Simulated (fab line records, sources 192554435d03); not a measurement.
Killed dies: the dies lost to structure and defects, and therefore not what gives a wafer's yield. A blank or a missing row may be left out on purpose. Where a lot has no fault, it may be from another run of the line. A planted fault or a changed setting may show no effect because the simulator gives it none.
Problem report in the 8D (eight disciplines) form, filled by code    flow n5Finfet    the parts of the form that need people (team, actions taken, sign-off) are left out

== 1. WHAT IS WRONG ==
Mean of biasW at N5_BEOL_M8_ETCH_66: 115.3 W across 6 wafers in 2 lots; on wafers with no fault it is 150.0 W (standard deviation 0.47). That is -74 standard deviations from the usual mean.
The step: etches SOC in N2/H2, target depth 80 nm, overetch 16 nm, time 120 s.
The first sign was on wafer L530.2 at day 13 11:12, on rieDiel-05. Wafers with a number at this step in the record: 18, from 6 lots. By rule, "out" or "out of limits" means more than 4 standard deviations away from the usual mean. Any other wafer with a number is counted as sound.

== 2. WHAT IT IS, WHAT IT ISN'T ==
question                     is                      is not
which readings at this step  biasW, rfVppV           drypumpMotorCurrentA, oesProductAu, showerheadPlenumPTorr, throttleValvePct
which lots                   L530, L535              L520, L527, L542, L543
which wafers of those lots   all that have a number  -
read on which tools          rieDiel-05              rieDiel-02, rieDiel-04
when                         from day 13 11:12       up to then (6 sound wafers); but 6 sound wafers of L542, L543 came after

== 3. THE SUSPECTS, EACH WITH WHAT RULES IT OUT ==
Counting: a tool at a process step up to the reading stays a suspect if it ran every lot that is out and no sound lot after the first of them.
- rieDiel-05 at N5_BEOL_M8_DESCUM_33 (chemistry O2, time 7 s): kept. All lots that are out passed through it, beginning with L530 at day 13 11:07, and no sound lot followed; its final sound lot before that point was L527 at day 12 05:53.
- rieDiel-05 at N5_BEOL_M8_ETCH_72 (etches underlayer in N2/H2, target depth 6.5 nm, time 5.2 s): kept. All lots that are out passed through it, beginning with L530 at day 13 11:09, and no sound lot followed; its final sound lot before that point was L527 at day 12 05:55.
- rieDiel-05 at N5_BEOL_M8_ETCH_65 (etches SiARC in CF4, target depth 15.6 nm, time 26 s): kept. All lots that are out passed through it, beginning with L530 at day 13 11:10, and no sound lot followed; its final sound lot before that point was L527 at day 12 05:56.
- rieDiel-05 at N5_BEOL_M8_ETCH_66 (etches SOC in N2/H2, target depth 80 nm, overetch 16 nm, time 120 s): kept. All lots that are out passed through it, beginning with L530 at day 13 11:12, and no sound lot followed; its final sound lot before that point was L527 at day 12 05:58. Out on those wafers are its own readings of biasW, rfVppV.
Left after counting: rieDiel-05 at N5_BEOL_M8_DESCUM_33, rieDiel-05 at N5_BEOL_M8_ETCH_72, rieDiel-05 at N5_BEOL_M8_ETCH_65, rieDiel-05 at N5_BEOL_M8_ETCH_66.

== 4. THE CAUSE (what the simulator had put in) ==
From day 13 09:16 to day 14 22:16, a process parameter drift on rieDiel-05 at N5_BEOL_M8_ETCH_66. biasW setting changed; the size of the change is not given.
Counting leaves 4 suspects; this tool is one of them.

== 5. THE EFFECT CHAIN, in route order ==
Rows list readings where the struck wafers' mean (over those with a number) sits beyond 3 standard deviations from the usual. Readings are gone through only where the record gives a usual standard deviation; hours: the median, over the lots, of the time from a lot's start at the first step in this table giving one to that lot's start at this step; sigmas: the change measured in usual standard deviations.
hours  step                reading  usual    on struck wafers  change  sigmas
0      N5_BEOL_M8_ETCH_66  biasW    150.0 W  115.3             -34.7   -74
0      N5_BEOL_M8_ETCH_66  rfVppV   524.9 V  443.2             -81.7   -33
Here are the process steps it includes:
- N5_BEOL_M8_ETCH_66: etches SOC in N2/H2, target depth 80 nm, overetch 16 nm, time 120 s.

== 6. WHAT WOULD HAVE CAUGHT IT SOONER ==
In this record no reading fell out of limits until day 13 11:12, 2 hours after the fault had begun at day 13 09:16.
